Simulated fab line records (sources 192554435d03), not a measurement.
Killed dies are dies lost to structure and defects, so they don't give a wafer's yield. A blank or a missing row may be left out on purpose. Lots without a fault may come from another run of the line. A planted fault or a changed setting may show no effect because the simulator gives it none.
fab line records ; flow n5Finfet
record: lots: 7; wafers: 21
route steps=1938 shown BEOL_M9@1456 BEOL_M11@1539 BEOL_M12@1604 BEOL_M15@1773
startH: hours from the record's first day to the start of the lot's first wafer shown ; waitH: hours since the lot's step before ; " same as the row above ; L1.1+2: a row that stands for several wafers ; - no value, or no start was given ; * or withheld: withheld ; < > ~ a bound
route shown NAME@n: a module of which the file shows steps, and the number in the route of the first ; usual: mean/standard deviation taken from wafers without a fault ; same: alike in all rows ; chamber/n: place in a boat ; sites: each site's reading ; _std_site: the standard deviation of these ; _edge_site: mean of outer sites minus mean of inner sites ; radiusMm: for every site, how far away it sits from the centre of the wafer ; mask NAME#n: copy n ; behind: the most recent tool/chamber to have shaped the wafer ; hold: why the lot was held/for how many hours/how that ended ; device: transistor that didn't switch, given as n, p or np ; end of line: tests of these same wafers at the route's end ; a step given without rows: its recipe and nothing more ; killed: dies that structure and defects cost at the first sort, which is not the same as the wafer's yield ; map: per-die view of a wafer (x killed, . not killed, _ where there is no die)
set.NAME: the setting the step ran with; set.NAME@STEP: the setting that earlier step ran with ; model.NAME: the simulator's own value behind a step, which no gauge read
lots with deliberately changed settings; one table per step, one row per wafer
== steps ==
step: N5_BEOL_M9_DEGAS_44
recipe: ambient: vacuum; tempC: 250; timeS: 60
lot.wafer;tool;chamber;startH;waitH;set.tempC
L076.3+4+5;pvdSputter-03;-;245.69;0.2;250
L079.1+3+5;pvdSputter-01;-;261.94;0.4;250
L084.1+2+4;pvdSputter-02;-;288.86;0.5;250
L086.2+3;pvdSputter-03;-;293.39;0.5;250
L086.6;pvdSputter-03;-;293.39;0.5;244.4
L085.2+3;pvdSputter-03;-;293.57;0.2;246.3
L085.4;pvdSputter-03;-;293.57;0.2;250
L089.1+3;pvdSputter-03;-;319.53;0.8;250
L089.5;pvdSputter-03;-;319.53;0.8;241.6
L092.1+3+4;pvdSputter-01;-;332.18;1.3;250
step: N5_BEOL_M9_PRE_CLEAN_45
recipe: gas: H2/He; timeS: 30; tempC: 250
step: N5_BEOL_M9_ALD_74
recipe: material: TaN; targetThkA: 20; tempC: 275; aldPrecursorFamily: PDMAT; aldCoReactant: NH3; pressureTorr: 3; carrierFlowSccm: 1500; pulseTimeS: 2; purgeTimeS: 3; coReactantPurgeTimeS: 2; coReactantPulseTimeS: 3; aldCycles: 40; precursorVesselTempC: 75; precursorVesselPressureTorr: 26.25; precursorVesselCarrierSccm: 1000
step: N5_BEOL_M9_ECD_50
recipe: material: Cu; targetThkA: 3180
step: N5_BEOL_M9_ANNEAL_51
recipe: tempC: 225; timeS: 90; ambient: N2
step: N5_BEOL_M9_CMP_52
recipe: stopOn: SiCOH_lowk; tOverpolishS: 7; downForcePsi: 1; platenRpm: 50; clearingPlatenDownForcePsi: 1.5; clearingPlatenRpm: 50; postCmpClean: cuAlkaline; targetThkNm: 140; clearingPlatenPadVelocityMS: 0.99484; padVelocityMS: 0.99484
lot.wafer;tool;chamber;startH;waitH;set.timeS@BEOL_M9_TRENCH_ETCH_37;model.Cu_of_BEOL_M9_ECD_50.thkNm
L076.3;cmp-02;3;246.99;0.2;45.82;132.8
L076.4;cmp-02;1;246.99;0.2;45.82;132.4
L076.5;cmp-02;0;246.99;0.2;49;142.8
L079.1;cmp-04;1;263.09;0.3;41.69;113.2
L079.3;cmp-04;0;263.09;0.3;49;136.8
L079.5;cmp-04;1;263.09;0.3;41.69;113
L084.2;cmp-03;3;290.23;0.2;49;142
L084.4;cmp-03;0;290.23;0.2;49;145.8
L084.1;cmp-03;1;290.23;0.2;49;139.2
L086.3;cmp-04;3;294.83;0.2;49;136.8
L086.2;cmp-04;1;294.83;0.2;54.97;155.6
L086.6;cmp-04;3;294.83;0.2;49;133.6
L085.3;cmp-03;3;294.88;0.2;49;146.8
L085.2;cmp-03;1;294.88;0.2;49;136
L085.4;cmp-03;2;294.88;0.2;49;142.2
L089.3;cmp-02;0;322.04;0.3;49;140.2
L089.1;cmp-02;1;322.04;0.3;49;138.4
L089.5;cmp-02;0;322.04;0.3;42.16;119.8
L092.3;cmp-04;0;333.81;0.2;38.29;103.8
L092.4;cmp-04;1;333.81;0.2;38.29;108.4
L092.1;cmp-04;3;333.81;0.2;49;134.6
step: N5_BEOL_M9_THK_MEAS_53
recipe: thkMeasGauge: xrf; reads: Cu_of_BEOL_M9_ECD_50
usual: M9_THK: 141/3.8
lot.wafer;tool;chamber;startH;waitH;set.timeS@BEOL_M9_TRENCH_ETCH_37;M9_THK[nm]
L076.3;filmMetro-01;-;247.29;-;45.82;136
L076.4;filmMetro-01;-;247.29;-;45.82;134
L076.5;filmMetro-01;-;247.29;-;49;145
L079.1;filmMetro-01;-;263.38;-;41.69;114
L079.3;filmMetro-01;-;263.38;-;49;138
L079.5;filmMetro-01;-;263.38;-;41.69;114
L084.1;filmMetro-02;-;290.49;-;49;141
L084.2;filmMetro-02;-;290.49;-;49;143
L084.4;filmMetro-02;-;290.49;-;49;147
L086.2;filmMetro-02;-;295.09;-;54.97;156
L086.3;filmMetro-02;-;295.09;-;49;139
L086.6;filmMetro-02;-;295.09;-;49;135
L085.2;filmMetro-02;-;295.17;-;49;137
L085.3;filmMetro-02;-;295.17;-;49;147
L085.4;filmMetro-02;-;295.17;-;49;143
L089.1;filmMetro-01;-;322.34;-;49;140
L089.3;filmMetro-01;-;322.34;-;49;143
L089.5;filmMetro-01;-;322.34;-;42.16;121
L092.1;filmMetro-02;-;334.11;-;49;137
L092.3;filmMetro-02;-;334.11;-;38.29;105
L092.4;filmMetro-02;-;334.11;-;38.29;110
step: N5_BEOL_M9_PRE_CLEAN_55
recipe: gas: NH3; timeS: 15; tempC: withheld; rfPowerW: 300
step: N5_BEOL_M9_DEP_56
recipe: material: SiCN; targetThkA: 150; tempC: withheld; precursor: 3MS/NH3; pressureTorr: 3; rfW: 202; timeS: 26.5
step: N5_BEOL_M9_RS_MEAS_57
recipe: thkMeasGauge: four-point-probe; reads: Cu_of_BEOL_M9_ECD_50+Co_of_BEOL_M9_CVD_78+TaN_of_BEOL_M9_ALD_74
usual: M9_RS: 0.152/0.0042
lot.wafer;tool;chamber;startH;waitH;set.timeS@BEOL_M9_TRENCH_ETCH_37;M9_RS[ohm/sq]
L076.3;filmMetro-01;-;247.42;0.1;45.82;0.160
L076.4;filmMetro-01;-;247.42;0.1;45.82;0.160
L076.5;filmMetro-01;-;247.42;0.1;49;0.148
L079.1;filmMetro-02;-;263.52;0.1;41.69;0.191
L079.3;filmMetro-02;-;263.52;0.1;49;0.155
L079.5;filmMetro-02;-;263.52;0.1;41.69;0.192
L084.1;filmMetro-01;-;290.62;0.1;49;0.152
L084.2;filmMetro-01;-;290.62;0.1;49;0.149
L084.4;filmMetro-01;-;290.62;0.1;49;0.144
L086.2;filmMetro-02;-;295.22;0.1;54.97;0.134
L086.3;filmMetro-02;-;295.22;0.1;49;0.154
L086.6;filmMetro-02;-;295.22;0.1;49;0.158
L085.2;filmMetro-02;-;295.31;0.1;49;0.156
L085.3;filmMetro-02;-;295.31;0.1;49;0.143
L085.4;filmMetro-02;-;295.31;0.1;49;0.148
L089.1;filmMetro-01;-;322.47;0.1;49;0.153
L089.3;filmMetro-01;-;322.47;0.1;49;0.151
L089.5;filmMetro-01;-;322.47;0.1;42.16;0.179
L092.1;filmMetro-02;-;334.24;0.1;49;0.157
L092.3;filmMetro-02;-;334.24;0.1;38.29;0.211
L092.4;filmMetro-02;-;334.24;0.1;38.29;0.200
step: N5_BEOL_M11_PECVD_70
recipe: material: SiO2; targetThkA: 200; tempC: 400; precursor: TEOS/O2; pressureTorr: 5.5; rfW: 450; teosFlowSccm: 53.8; gas: O2; flowSccm: 3000; timeS: 22.7
lot.wafer;tool;chamber;startH;waitH;set.tempC;model.SiO2_of_BEOL_M11_PECVD_70.thkNm
L076.3;pecvd-04;1;256.64;0.0;400;19.2
L076.4;pecvd-04;2;256.64;0.0;400;20.2
L076.5;pecvd-04;1;256.64;0.0;400;19.8
L079.1;pecvd-01;0;272.37;0.0;411;18.6
L079.3;pecvd-01;2;272.37;0.0;400;20.4
L079.5;pecvd-01;0;272.37;0.0;411;19
L084.1;pecvd-02;1;298.19;0.0;400;19.8
L084.2+4;pecvd-02;2,1;298.19;0.0;400;20.2
L085.2;pecvd-04;0;304.12;0.0;400;20.2
L085.3;pecvd-04;2;304.12;0.0;394.3;20.8
L085.4;pecvd-04;2;304.12;0.0;400;20.4
L086.2+6;pecvd-04;1;304.88;0.0;400;19.6
L086.3;pecvd-04;2;304.88;0.0;400;20
L089.1;pecvd-01;1;332.68;0.0;385.2;21.2
L089.3;pecvd-01;2;332.68;0.0;400;19.4
L089.5;pecvd-01;1;332.68;0.0;385.2;21.8
L092.1;pecvd-02;2;344.24;0.0;400;19.8
L092.3;pecvd-02;1;344.24;0.0;416.4;17.6
L092.4;pecvd-02;1;344.24;0.0;416.4;18
step: N5_BEOL_M12_COAT_58
recipe: resist: BARC; tempC: 205; timeS: 60; spinRpm: 1500; resistThkNm: 89
lot.wafer;tool;chamber;startH;waitH;set.spinRpm;model.BARC_of_BEOL_M12_COAT_58.thkNm
L076.3+4;lithoTrack-03;0;263.53;0.0;1500;89
L076.5;lithoTrack-03;0;263.53;0.0;1630;85.4
L079.1;lithoTrack-02;0;281.52;0.0;1500;89
L079.3;lithoTrack-02;0;281.52;0.0;1609;85.6
L079.5;lithoTrack-02;0;281.52;0.0;1609;85.8
L084.1+2+4;lithoTrack-05;0;304.51;0.0;1500;89.4
L085.2+4;lithoTrack-02;0;311.97;0.0;1337;94.6
L085.3;lithoTrack-02;0;311.97;0.0;1500;89.4
L086.2+3;lithoTrack-02;0;312.24;0.0;1500;88.8
L086.6;lithoTrack-02;0;312.24;0.0;1500;89
L089.1+5;lithoTrack-05;0;341.27;0.0;1500;89.6
L089.3;lithoTrack-05;0;341.27;0.0;1500;89.4
L092.1;lithoTrack-02;0;351.39;0.0;1458;90.2
L092.3;lithoTrack-02;0;351.39;0.0;1500;89
L092.4;lithoTrack-02;0;351.39;0.0;1500;89.2
step: N5_BEOL_M12_DESCUM_15
recipe: chemistry: O2; timeS: 7.9; sourcePowerW: 50; biasPowerW: 20; pressureMtorr: 20; rfFrequencyHz: 2.712e+07; tempC: 40; o2FlowSccm: 225
lot.wafer;tool;chamber;startH;waitH;set.timeS
L076.3;rieDiel-01;3;264.01;0.0;7.9
L076.4+5;rieDiel-01;1,0;264.01;0.0;6.963
L079.1+3+5;rieDiel-01;3,1,1;282.20;0.2;7.9
L084.1+2+4;rieDiel-06;0,2,1;305.06;0.1;7.9
L085.2+3;rieDiel-01;3,2;312.46;0.0;7.188
L085.4;rieDiel-01;1;312.46;0.0;7.9
L086.2;rieDiel-04;3;312.82;0.1;7.9
L086.3+6;rieDiel-04;0,3;312.82;0.1;8.686
L089.1+5;rieDiel-04;3,2;341.75;0.0;6.824
L089.3;rieDiel-04;2;341.75;0.0;7.9
L092.1+4;rieDiel-04;2,3;351.75;0.0;7.9
L092.3;rieDiel-04;0;351.75;0.0;7.261
step: N5_BEOL_M12_ETCH_59
recipe: chemistry: N2/H2; target: BARC; targetDepthA: 890; overetchA: 267; timeS: 67.9; ionEnergyEv: 200; pressureMtorr: 30; sourceW: 840; biasW: 150; n2FlowSccm: 200; h2FlowSccm: 200
lot.wafer;tool;chamber;startH;waitH;set.spinRpm@BEOL_M12_COAT_58;model.etch.depthNm
L076.3;rieDiel-01;3;264.05;0.0;1500;88.97
L076.4;rieDiel-01;1;264.05;0.0;1500;88.92
L076.5;rieDiel-01;0;264.05;0.0;1630;85.31
L079.1;rieDiel-01;3;282.23;0.0;1500;88.95
L079.3;rieDiel-01;1;282.23;0.0;1609;85.65
L079.5;rieDiel-01;1;282.23;0.0;1609;85.88
L084.1;rieDiel-06;0;305.10;0.0;1500;89.37
L084.2+4;rieDiel-06;2,1;305.10;0.0;1500;89.49
L085.2;rieDiel-01;3;312.49;0.0;1337;94.52
L085.3;rieDiel-01;2;312.49;0.0;1500;89.48
L085.4;rieDiel-01;1;312.49;0.0;1337;94.5
L086.2;rieDiel-04;3;312.86;0.0;1500;88.84
L086.3;rieDiel-04;0;312.86;0.0;1500;88.8
L086.6;rieDiel-04;3;312.86;0.0;1500;89.02
L089.1;rieDiel-04;3;341.79;0.0;1500;89.55
L089.3;rieDiel-04;2;341.79;0.0;1500;89.42
L089.5;rieDiel-04;2;341.79;0.0;1500;89.52
L092.1;rieDiel-04;2;351.78;0.0;1458;90.21
L092.3;rieDiel-04;0;351.78;0.0;1500;88.97
L092.4;rieDiel-04;3;351.78;0.0;1500;89.28
step: N5_BEOL_M12_VIA_ETCH_16
recipe: chemistry: C4F8/O2/Ar; target: SiOC; pressureMtorr: 30; sourceW: 3000; biasW: 700; Ar_flow_sccm: 400; C4F8_flow_sccm: 15; O2_flow_sccm: 8; heInnerTorr: 15; heOuterTorr: 30; targetDepthA: 7248; timeS: withheld; ionEnergyEv: 250; ends: cleared
step: N5_BEOL_M12_STRIP_63
recipe: chemistry: N2/H2; powerW: 1000; tempC: 250; h2Frac: 0.65; overashFraction: 0.3; pressureMtorr: 1000; n2FlowSccm: 1750; h2FlowSccm: 3250
step: N5_BEOL_M12_STRIP_64
recipe: chemistry: N2/H2; powerW: 1000; tempC: 250; h2Frac: 0.65; overashFraction: 0.3; pressureMtorr: withheld; n2FlowSccm: 1750; h2FlowSccm: 3250
usual: stripTimeToEndpointS: 31.35/0.096
lot.wafer;tool;chamber;startH;waitH;set.spinRpm@BEOL_M12_COAT_58;stripTimeToEndpointS
L076.3;plasmaAsher-02;1;264.38;0.0;1500;31.30
L076.4;plasmaAsher-02;0;264.38;0.0;1500;31.30
L076.5;plasmaAsher-02;1;264.38;0.0;1630;30.24
L079.1;plasmaAsher-02;1;282.54;0.0;1500;31.28
L079.3;plasmaAsher-02;1;282.54;0.0;1609;30.35
L079.5;plasmaAsher-02;1;282.54;0.0;1609;30.43
L084.1;plasmaAsher-01;1;305.41;0.0;1500;31.41
L084.2;plasmaAsher-01;0;305.41;0.0;1500;31.44
L084.4;plasmaAsher-01;1;305.41;0.0;1500;31.46
L085.2;plasmaAsher-01;0;312.81;0.0;1337;32.86
L085.3;plasmaAsher-01;0;312.81;0.0;1500;31.44
L085.4;plasmaAsher-01;1;312.81;0.0;1337;32.88
L086.2;plasmaAsher-01;0;313.17;0.0;1500;31.29
L086.3;plasmaAsher-01;0;313.17;0.0;1500;31.25
L086.6;plasmaAsher-01;1;313.17;0.0;1500;31.30
L089.1;plasmaAsher-01;0;342.10;0.0;1500;31.46
L089.3;plasmaAsher-01;0;342.10;0.0;1500;31.44
L089.5;plasmaAsher-01;1;342.10;0.0;1500;31.46
L092.1;plasmaAsher-01;0;352.09;0.0;1458;31.66
L092.3;plasmaAsher-01;0;352.09;0.0;1500;31.29
L092.4;plasmaAsher-01;1;352.09;0.0;1500;31.38
step: N5_BEOL_M12_SPUTTER_44
recipe: material: Ta; targetThkA: 100; tempC: 50; biasV: 80; powerW: 15000; chamberPressurePa: 0.07; timeS: 16.13
lot.wafer;tool;chamber;startH;waitH;set.powerW;model.Ta_of_BEOL_M12_SPUTTER_44.thkNm
L076.3+5;pvdSputter-03;-;266.82;0.0;15000;9.6
L076.4;pvdSputter-03;-;266.82;0.0;15000;9.8
L079.1+3;pvdSputter-02;-;286.44;0.0;15000;9.6
L079.5;pvdSputter-02;-;286.44;0.0;15000;9.4
L084.1+2;pvdSputter-01;-;307.37;0.0;15000;9.8
L084.4;pvdSputter-01;-;307.37;0.0;15000;10
L085.2;pvdSputter-02;-;315.97;0.0;16240;10.2
L085.3;pvdSputter-02;-;315.97;0.0;15000;9.8
L085.4;pvdSputter-02;-;315.97;0.0;15000;9.6
L086.2;pvdSputter-01;-;315.98;0.0;15000;10.4
L086.3+6;pvdSputter-01;-;315.98;0.0;15000;10
L089.1;pvdSputter-02;-;346.20;0.0;17190;11.2
L089.3;pvdSputter-02;-;346.20;0.0;17190;11.4
L089.5;pvdSputter-02;-;346.20;0.0;15000;9.6
L092.1+3;pvdSputter-03;-;353.81;0.0;15000;9.8
L092.4;pvdSputter-03;-;353.81;0.0;15810;10.4
step: N5_BEOL_M15_ILD_DEP_00
recipe: material: SiO2; targetThkA: 16293; tempC: 400; precursor: TEOS/O2; pressureTorr: 6.5; rfW: 900; teosFlowSccm: 161.4; gas: O2; flowSccm: 2650; timeS: 346.1
lot.wafer;tool;chamber;startH;waitH;set.timeS;model.SiO2_of_BEOL_M15_ILD_DEP_00.thkNm
L076.3;pecvd-02;2;276.38;0.0;346.1;1616
L076.4;pecvd-02;1;276.38;0.0;346.1;1649
L076.5;pecvd-02;2;276.38;0.0;346.1;1655
L079.1;pecvd-02;0;299.06;0.0;346.1;1653
L079.3;pecvd-02;1;299.06;0.0;346.1;1605
L079.5;pecvd-02;0;299.06;0.0;326.5;1569
L084.1;pecvd-04;0;320.00;0.0;346.1;1625
L084.2;pecvd-04;1;320.00;0.0;346.1;1583
L084.4;pecvd-04;0;320.00;0.0;346.1;1645
L085.2;pecvd-04;0;331.12;0.0;384.6;1817
L085.3;pecvd-04;1;331.12;0.0;346.1;1571
L085.4;pecvd-04;1;331.12;0.0;346.1;1618
L086.2;pecvd-04;2;333.65;0.0;346.1;1599
L086.3;pecvd-04;0;333.65;0.0;322.4;1508
L086.6;pecvd-04;2;333.65;0.0;346.1;1627
L089.1;pecvd-04;0;357.43;0.0;346.1;1675
L089.3;pecvd-04;2;357.43;0.0;346.1;1608
L089.5;pecvd-04;0;357.43;0.0;346.1;1679
L092.1;pecvd-04;1;367.42;0.0;319.6;1492
L092.3;pecvd-04;0;367.42;0.0;346.1;1652
L092.4;pecvd-04;0;367.42;0.0;346.1;1661
step: N5_BEOL_M15_THK_MEAS_01
recipe: reads: SiO2_of_BEOL_M15_ILD_DEP_00
usual: M15_ILD_THK: 1624/25
lot.wafer;tool;chamber;startH;waitH;set.timeS@BEOL_M15_ILD_DEP_00;M15_ILD_THK[nm]
L076.3;filmMetro-02;-;276.63;0.1;346.1;1618
L076.4;filmMetro-02;-;276.63;0.1;346.1;1649
L076.5;filmMetro-02;-;276.63;0.1;346.1;1656
L079.1;filmMetro-01;-;299.31;0.1;346.1;1653
L079.3;filmMetro-01;-;299.31;0.1;346.1;1603
L079.5;filmMetro-01;-;299.31;0.1;326.5;1569
L084.1;filmMetro-01;-;320.25;0.1;346.1;1625
L084.2;filmMetro-01;-;320.25;0.1;346.1;1584
L084.4;filmMetro-01;-;320.25;0.1;346.1;1646
L085.2;filmMetro-01;-;331.37;0.1;384.6;1817
L085.3;filmMetro-01;-;331.37;0.1;346.1;1570
L085.4;filmMetro-01;-;331.37;0.1;346.1;1618
L086.2;filmMetro-01;-;333.90;0.1;346.1;1600
L086.3;filmMetro-01;-;333.90;0.1;322.4;1507
L086.6;filmMetro-01;-;333.90;0.1;346.1;1628
L089.1;filmMetro-01;-;357.69;0.2;346.1;1675
L089.3;filmMetro-01;-;357.69;0.2;346.1;1609
L089.5;filmMetro-01;-;357.69;0.2;346.1;1680
L092.1;filmMetro-01;-;367.67;0.1;319.6;1492
L092.3;filmMetro-01;-;367.67;0.1;346.1;1653
L092.4;filmMetro-01;-;367.67;0.1;346.1;1661
step: N5_BEOL_M15_COAT_58
recipe: resist: BARC; tempC: 205; timeS: 60; spinRpm: 1500; resistThkNm: 89
step: N5_BEOL_M15_COAT_04
recipe: spinRpm: 1704; resistThkNm: 800
step: N5_BEOL_M15_DESCUM_15
recipe: chemistry: O2; timeS: 7.9; sourcePowerW: 50; biasPowerW: 20; pressureMtorr: 20; rfFrequencyHz: 2.712e+07; tempC: 40; o2FlowSccm: 225
step: N5_BEOL_M15_ETCH_59
recipe: chemistry: N2/H2; target: BARC; targetDepthA: 890; overetchA: 267; timeS: 67.9; ionEnergyEv: 200; pressureMtorr: 30; sourceW: 840; biasW: 150; n2FlowSccm: 200; h2FlowSccm: 200
step: N5_BEOL_M15_VIA_ETCH_16
recipe: chemistry: C4F8/O2/Ar; target: SiO2; heInnerTorr: 15; heOuterTorr: 30; targetDepthA: 17922; timeS: withheld; ionEnergyEv: 800; pressureMtorr: 20; sourceW: 1905; biasW: 2040; Ar_flow_sccm: 400; C4F8_flow_sccm: 16; O2_flow_sccm: 12; ends: cleared
lot.wafer;tool;chamber;startH;waitH;set.timeS@BEOL_M15_ILD_DEP_00;model.etch.depthNm
L076.3;rieDiel-03;0;277.14;0.0;*;1616
L076.4;rieDiel-03;2;277.14;0.0;*;1649
L076.5;rieDiel-03;0;277.14;0.0;*;1655
L079.1;rieDiel-05;3;299.92;0.0;*;1653
L079.3;rieDiel-05;2;299.92;0.0;*;1605
L079.5;rieDiel-05;2;299.92;0.0;*;1569
L084.1;rieDiel-05;2;320.73;0.0;*;1625
L084.2;rieDiel-05;1;320.73;0.0;*;1583
L084.4;rieDiel-05;0;320.73;0.0;*;1645
L085.2;rieDiel-03;0;331.98;0.0;*;1817
L085.3;rieDiel-03;1;331.98;0.0;*;1571
L085.4;rieDiel-03;3;331.98;0.0;*;1618
L086.2;rieDiel-02;2;334.38;0.0;*;1599
L086.3;rieDiel-02;3;334.38;0.0;*;1508
L086.6;rieDiel-02;3;334.38;0.0;*;1627
L089.1;rieDiel-03;3;358.17;0.0;*;1675
L089.3;rieDiel-03;1;358.17;0.0;*;1608
L089.5;rieDiel-03;3;358.17;0.0;*;1679
L092.1;rieDiel-02;0;368.28;0.0;*;1492
L092.3;rieDiel-02;2;368.28;0.0;*;1652
L092.4;rieDiel-02;1;368.28;0.0;*;1661
step: N5_BEOL_M15_ETCH_61
recipe: chemistry: N2/H2; target: BARC; targetDepthA: 890; overetchA: 267; timeS: 67.9; ionEnergyEv: 200; pressureMtorr: 30; sourceW: 840; biasW: 150; n2FlowSccm: 200; h2FlowSccm: 200
usual: rfVppV: 524.4/2.3
lot.wafer;tool;chamber;startH;waitH;set.biasW;rfVppV
L076.3;rieDiel-02;2;278.89;0.0;135.6;494.8
L076.4;rieDiel-02;1;278.89;0.0;135.6;491.3
L076.5;rieDiel-02;3;278.89;0.0;150;527.0
L079.1;rieDiel-05;2;301.37;0.0;150;522.5
L079.3;rieDiel-05;1;301.37;0.0;150;525.6
L079.5;rieDiel-05;1;301.37;0.0;150;523.6
L084.1;rieDiel-02;3;322.14;0.0;150;525.2
L084.2;rieDiel-02;2;322.14;0.0;150;528.2
L084.4;rieDiel-02;0;322.14;0.0;150;525.7
L085.2;rieDiel-05;3;333.99;0.0;150;525.7
L085.3;rieDiel-05;0;333.99;0.0;175.1;574.1
L085.4;rieDiel-05;2;333.99;0.0;150;522.5
L086.2;rieDiel-05;3;335.89;0.0;176.5;582.8
L086.3;rieDiel-05;0;335.89;0.0;150;519.8
L086.6;rieDiel-05;1;335.89;0.0;150;525.3
L089.1;rieDiel-03;1;359.58;0.0;125;465.5
L089.3;rieDiel-03;0;359.58;0.0;125;465.5
L089.5;rieDiel-03;0;359.58;0.0;125;464.6
L092.1;rieDiel-02;2;369.72;0.0;150;527.7
L092.3;rieDiel-02;3;369.72;0.0;158.2;543.5
L092.4;rieDiel-02;1;369.72;0.0;150;525.4
== key ==
split: step: N5_BEOL_M9_DEGAS_44; setting: tempC; stated: 250; by: wafer
response none clear
split: step: N5_BEOL_M11_PECVD_70; setting: tempC; stated: 400; by: wafer
response: step: N5_BEOL_M11_PECVD_70; reading: model.SiO2_of_BEOL_M11_PECVD_70.thkNm; change: -0.526; per: 1%; r: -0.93
split: step: N5_BEOL_M12_COAT_58; setting: spinRpm; stated: 1500; by: wafer
response: step: N5_BEOL_M12_COAT_58; reading: model.BARC_of_BEOL_M12_COAT_58.thkNm; change: -0.452; per: 1%; r: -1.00
response: step: N5_BEOL_M12_ETCH_59; reading: model.etch.depthNm; change: -0.443; per: 1%; r: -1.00
response: step: N5_BEOL_M12_STRIP_64; reading: stripTimeToEndpointS; change: *; per: 1%; r: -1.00
split: step: N5_BEOL_M12_DESCUM_15; setting: timeS; stated: 7.9; by: wafer
response none clear
split: step: N5_BEOL_M12_SPUTTER_44; setting: powerW; stated: 15000; by: wafer
response: step: N5_BEOL_M12_SPUTTER_44; reading: model.Ta_of_BEOL_M12_SPUTTER_44.thkNm; change: +0.104; per: 1%; r: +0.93
split: step: N5_BEOL_M15_ILD_DEP_00; setting: timeS; stated: 346.1; by: wafer
response: step: N5_BEOL_M15_ILD_DEP_00; reading: model.SiO2_of_BEOL_M15_ILD_DEP_00.thkNm; change: +18.3; per: 1%; r: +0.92
response: step: N5_BEOL_M15_THK_MEAS_01; reading: M15_ILD_THK; change: +18.4; per: 1%; r: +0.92
response: step: N5_BEOL_M15_VIA_ETCH_16; reading: model.etch.depthNm; change: +18.3; per: 1%; r: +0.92
split: step: N5_BEOL_M15_ETCH_61; setting: biasW; stated: 150; by: wafer
response: step: N5_BEOL_M15_ETCH_61; reading: rfVppV; change: +3.25; per: 1%; r: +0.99
split outsideThisFile step=N5_BEOL_M9_TRENCH_ETCH_37 setting=timeS
split outsideThisFile: this setting was split too, and the file shows its column; the key of that split is in another file
